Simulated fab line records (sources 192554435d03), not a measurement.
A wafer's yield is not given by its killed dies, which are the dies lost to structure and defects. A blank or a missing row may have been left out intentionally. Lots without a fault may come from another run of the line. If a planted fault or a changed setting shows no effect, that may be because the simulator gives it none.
Lot-split experiment + flow n5Finfet + 21 wafers read across 7 lots, on a route 1938 steps long

SPLIT DETAILS
At N5_BEOL_M11_EXPOSE_25 (exposes mask V10), the setting doseMj was moved away from the recipe's 85.5 on 5 of the 21 wafers read, by -6.7% to +5.4%. All remaining wafers had this setting at the recipe value.

FROM THE SPLIT TO THE READING: what the file shows between them, 2 steps
- N5_BEOL_M11_PEB_26: peb time 60 s
- N5_BEOL_M11_DEVELOP_27: develop time 30 s

THE READING
At N5_BEOL_M11_CD_MEAS_28: cdNm in nanometres, against a target cd of 70 nm. On this fab line, fault-free wafers typically give 69.7 nm with a standard deviation of 1 nm.

| wafer  | tool, chamber at the split | doseMj as run | against the recipe | cdNm, nm | against lot-mates on the recipe |
|--------|----------------------------|---------------|--------------------|----------|---------------------------------|
| L074.2 | arfiScanner-02, 0          | 79.76         | -6.7%              | 64.9     | -4.3                            |
| L074.3 | arfiScanner-02, 0          | 85.5          | recipe             | 69.3     | -                               |
| L074.4 | arfiScanner-02, 0          | 85.5          | recipe             | 69.1     | -                               |
| L078.2 | arfiScanner-02, 0          | 85.5          | recipe             | 69.5     | -                               |
| L078.3 | arfiScanner-02, 0          | 85.5          | recipe             | 69.4     | -                               |
| L078.5 | arfiScanner-02, 0          | 85.5          | recipe             | 69.9     | -                               |
| L081.1 | arfiScanner-02, 0          | 85.5          | recipe             | 69.7     | -                               |
| L081.3 | arfiScanner-02, 0          | 85.5          | recipe             | 70.5     | -                               |
| L081.4 | arfiScanner-02, 0          | 85.5          | recipe             | 70.2     | -                               |
| L084.1 | arfiScanner-01, 0          | 82.23         | -3.8%              | 67.8     | -1.8                            |
| L084.2 | arfiScanner-01, 0          | 85.5          | recipe             | 69.6     | -                               |
| L084.6 | arfiScanner-01, 0          | 82.23         | -3.8%              | 66.7     | -2.9                            |
| L089.2 | arfiScanner-01, 0          | 85.5          | recipe             | 69.7     | -                               |
| L089.4 | arfiScanner-01, 0          | 85.5          | recipe             | 71.3     | -                               |
| L089.6 | arfiScanner-01, 0          | 85.5          | recipe             | 71.2     | -                               |
| L091.2 | arfiScanner-01, 0          | 85.5          | recipe             | 69.4     | -                               |
| L091.3 | arfiScanner-01, 0          | 90.09         | +5.4%              | 74.5     | +5.1                            |
| L091.5 | arfiScanner-01, 0          | 90.09         | +5.4%              | 75.7     | +6.3                            |
| L097.1 | arfiScanner-02, 0          | 85.5          | recipe             | 69.5     | -                               |
| L097.4 | arfiScanner-02, 0          | 85.5          | recipe             | 69.5     | -                               |
| L097.5 | arfiScanner-02, 0          | 85.5          | recipe             | 70.3     | -                               |

FIT RESULTS
A straight line over all 21 wafers: cdNm changes by +0.835 nm for each +1% of doseMj; r = +0.95; the points scatter about the line by 0.7 nm.
The same after taking each lot's own level away (the mean of its wafers on the recipe; 21 wafers): +0.826 nm for each +1%; r = +0.96; scatter 0.67 nm.
The reading moves by 5.5 nm for the largest change in doseMj, on that fit.
From 69.20 to 70.73 nm: that is the span of the lots' own levels, equal to 1.5 times the standard deviation above.
So the lot-to-lot level changes the slope little: the two slopes agree.
Check: -5.88 nm against its lot-mates is what the line predicts for one of the wafers moved furthest among these (-6.7%) when that wafer is left out of the fit. It came out at -4.3 nm against them.

FILE'S OWN FIT
cdNm changes by +0.773 nm for each +1% of doseMj, r = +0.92.
